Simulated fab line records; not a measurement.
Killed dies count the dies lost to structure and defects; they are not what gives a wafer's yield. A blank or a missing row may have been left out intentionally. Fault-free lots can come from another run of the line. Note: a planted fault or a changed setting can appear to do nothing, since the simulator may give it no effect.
Split-lot trial    flow n5_finfet    route with 1938 steps; 7 lots, 21 wafers read

THE SPLIT ITSELF
At N5_MOL_CONTACT_COAG_EXPOSE_05 (exposes mask CA, defocus 0 nm), the setting dose_mj was moved away from the recipe's 38.25 on 6 of the 21 wafers read, by +2.2% to +7.2%. All remaining wafers had this setting at the recipe value.

FROM THE SPLIT TO THE READING: what the file shows between them, 2 steps
- N5_MOL_CONTACT_COAG_PEB_06: peb time 60 s
- N5_MOL_CONTACT_COAG_DEVELOP_07: develop time 30 s

THE READING
cd_nm (nm) at N5_MOL_CONTACT_COAG_CD_MEAS_08, where the cd target is 28 nm. On this fab line, fault-free wafers typically give 27.98 nm with a standard deviation of 0.23 nm.

wafer   tool, chamber at the split  dose_mj as run  against the recipe  cd_nm, nm  against lot-mates on the recipe
L079.2  euv_scanner-01, 0           38.25           recipe              27.86      -
L079.4  euv_scanner-01, 0           41.01           +7.2%               29.32      +1.46
L079.5  euv_scanner-01, 0           41.01           +7.2%               29.58      +1.72
L080.1  euv_scanner-02, 0           38.25           recipe              27.99      -
L080.2  euv_scanner-02, 0           38.25           recipe              27.55      -
L080.6  euv_scanner-02, 0           38.25           recipe              27.91      -
L082.2  euv_scanner-01, 0           38.25           recipe              27.83      -
L082.4  euv_scanner-01, 0           38.25           recipe              27.57      -
L082.5  euv_scanner-01, 0           40.16           +5.0%               28.89      +1.19
L084.1  euv_scanner-01, 0           40.32           +5.4%               29.16      +1.57
L084.4  euv_scanner-01, 0           38.25           recipe              27.65      -
L084.6  euv_scanner-01, 0           38.25           recipe              27.54      -
L091.1  euv_scanner-01, 0           39.08           +2.2%               28.72      +0.70
L091.3  euv_scanner-01, 0           38.25           recipe              28.02      -
L091.4  euv_scanner-01, 0           39.08           +2.2%               28.49      +0.47
L092.1  euv_scanner-02, 0           38.25           recipe              28.14      -
L092.2  euv_scanner-02, 0           38.25           recipe              27.61      -
L092.5  euv_scanner-02, 0           38.25           recipe              27.78      -
L097.2  euv_scanner-02, 0           38.25           recipe              27.81      -
L097.5  euv_scanner-02, 0           38.25           recipe              28.13      -
L097.6  euv_scanner-02, 0           38.25           recipe              28.16      -

FIT RESULTS
A straight line over all 21 wafers: cd_nm changes by +0.229 nm for each +1% of dose_mj; r = +0.94; the points scatter about the line by 0.22 nm.
The same after taking each lot's own level away (the mean of its wafers on the recipe; 21 wafers): +0.236 nm for each +1%; r = +0.96; scatter 0.17 nm.
Per that fit: largest dose_mj move, reading shift of 1.7 nm.
The lots' own levels span 27.595 to 28.033 nm, that is 1.9 times the standard deviation above.
Hence the lot-to-lot level has little effect on the slope; both slopes agree.
Check: for one of the wafers moved furthest among these (+7.2%), held out of the fit, the line's prediction against its lot-mates is +1.83 nm. It came out at +1.46 nm against them.

OTHER SPLITS APPLIED TO THESE WAFERS
Note: prior to the reading, these wafers also went through further splits. Each is held against what the fit with the lots' levels taken away leaves over:
other split on the same wafers  wafers away from the commonest value  r with cd_nm (lot level and that fit taken away)
N5_SD_EPI_N_EPI_21 temp_c       7                                     +0.13
N5_GATE_CUT_EXPOSE_10 dose_mj   6                                     -0.23

THE WHOLE CHAIN: every reading that the file lists as answering this split, in the file's order
step                            what it does                                                 reading                                                                         change (the file's fit)                r (the file's)
N5_MOL_CONTACT_COAG_CD_MEAS_08  target cd 28 nm                                              cd_nm                                                                           +0.244 nm for each +1% of the setting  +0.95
N5_MOL_CONTACT_COAG_ETCH_59     etches underlayer in N2/H2, target depth 13 nm, time 10.4 s  MOL_CONTACT_COAG.cd_offset_nm (the simulator's own value, which no gauge read)  +0.206 nm for each +1% of the setting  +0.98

FILE'S OWN FIT
cd_nm changes by +0.244 nm for each +1% of dose_mj, r = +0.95.
